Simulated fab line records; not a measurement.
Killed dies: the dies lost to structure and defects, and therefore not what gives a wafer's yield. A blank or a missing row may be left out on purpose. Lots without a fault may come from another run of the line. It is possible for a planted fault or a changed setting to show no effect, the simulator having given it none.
Chamber matching + flow n5Finfet + N5_BEOL_M1_CO_CAP_55 on cvdCo-01: 3 sister chambers
The step material Co, precursor CCTBA/H2, target thk 2 nm, time 102.1 s. 20 wafers are shown with their chamber, then 10 later ones without.

WAFERS WITH THEIR CHAMBER
| wafer  | chamber | heaterPowerW (W) | susceptorTempC (C) |
|--------|---------|------------------|--------------------|
| L076.2 | 2       | 202              | 199.72             |
| L076.4 | 0       | 242              | 200.13             |
| L076.6 | 2       | 208              | 199.77             |
| L078.3 | 0       | 253              | 200.10             |
| L078.4 | 2       | 200              | 199.95             |
| L078.5 | 1       | 252              | 199.75             |
| L080.1 | 1       | 251              | 199.83             |
| L080.2 | 2       | 203              | 200.23             |
| L080.5 | 1       | 251              | 200.12             |
| L082.1 | 0       | 251              | 200.14             |
| L082.3 | 2       | 205              | 199.95             |
| L082.6 | 0       | 250              | 200.10             |
| L083.2 | 1       | 247              | 200.03             |
| L083.3 | 0       | 252              | 199.83             |
| L083.6 | 0       | 254              | 200.11             |
| L085.1 | 2       | 203              | 200.45             |
| L085.4 | 0       | 250              | 200.23             |
| L085.5 | 1       | 251              | 200.02             |
| L086.4 | 1       | 247              | 199.77             |
| L086.5 | 2       | 202              | 200.07             |

SIGNATURES (averages over the wafers above)
| reading        | chamber 0 | chamber 1 | chamber 2 | scatter within a chamber |
|----------------|-----------|-----------|-----------|--------------------------|
| heaterPowerW   | 250.29    | 249.83    | 203.29    | 3.05                     |
| susceptorTempC | 200.0914  | 199.9200  | 200.0200  | 0.189                    |
Rule: distance of a wafer from a chamber = root of the sum over the readings of ((wafer's reading minus chamber's mean) / reading's scatter) squared. The wafer belongs to the nearest chamber; if the next one is less than 2 further off, it can't be placed. How the scatter is found: for the shown wafers, subtract from each reading the mean of its chamber, square and add these, divide the total by (wafers less chambers), then take the root.

WAFERS WITHOUT THEIR CHAMBER
| wafer  | heaterPowerW (W) | susceptorTempC (C) |
|--------|------------------|--------------------|
| L086.6 | 251              | 199.95             |
| L090.2 | 255              | 200.15             |
| L090.3 | 203              | 200.02             |
| L090.5 | 251              | 200.16             |
| L091.1 | 251              | 200.07             |
| L091.3 | 249              | 199.99             |
| L091.6 | 252              | 200.04             |
| L096.1 | 200              | 200.09             |
| L096.2 | 248              | 199.98             |
| L096.6 | 245              | 199.98             |

WHICH CHAMBER EACH WENT THROUGH
| wafer  | from the rows above     | in truth |
|--------|-------------------------|----------|
| L086.6 | can't be placed: 1 or 0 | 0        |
| L090.2 | can't be placed: 0 or 1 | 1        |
| L090.3 | 2                       | 2        |
| L090.5 | can't be placed: 0 or 1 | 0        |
| L091.1 | can't be placed: 0 or 1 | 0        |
| L091.3 | can't be placed: 1 or 0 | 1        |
| L091.6 | can't be placed: 0 or 1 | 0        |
| L096.1 | 2                       | 2        |
| L096.2 | can't be placed: 1 or 0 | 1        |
| L096.6 | can't be placed: 1 or 0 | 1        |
Placed correctly: 2 of 10. Can't be placed from these rows: 8 (the true chamber is among the candidates in 8). Placed wrongly: 0.
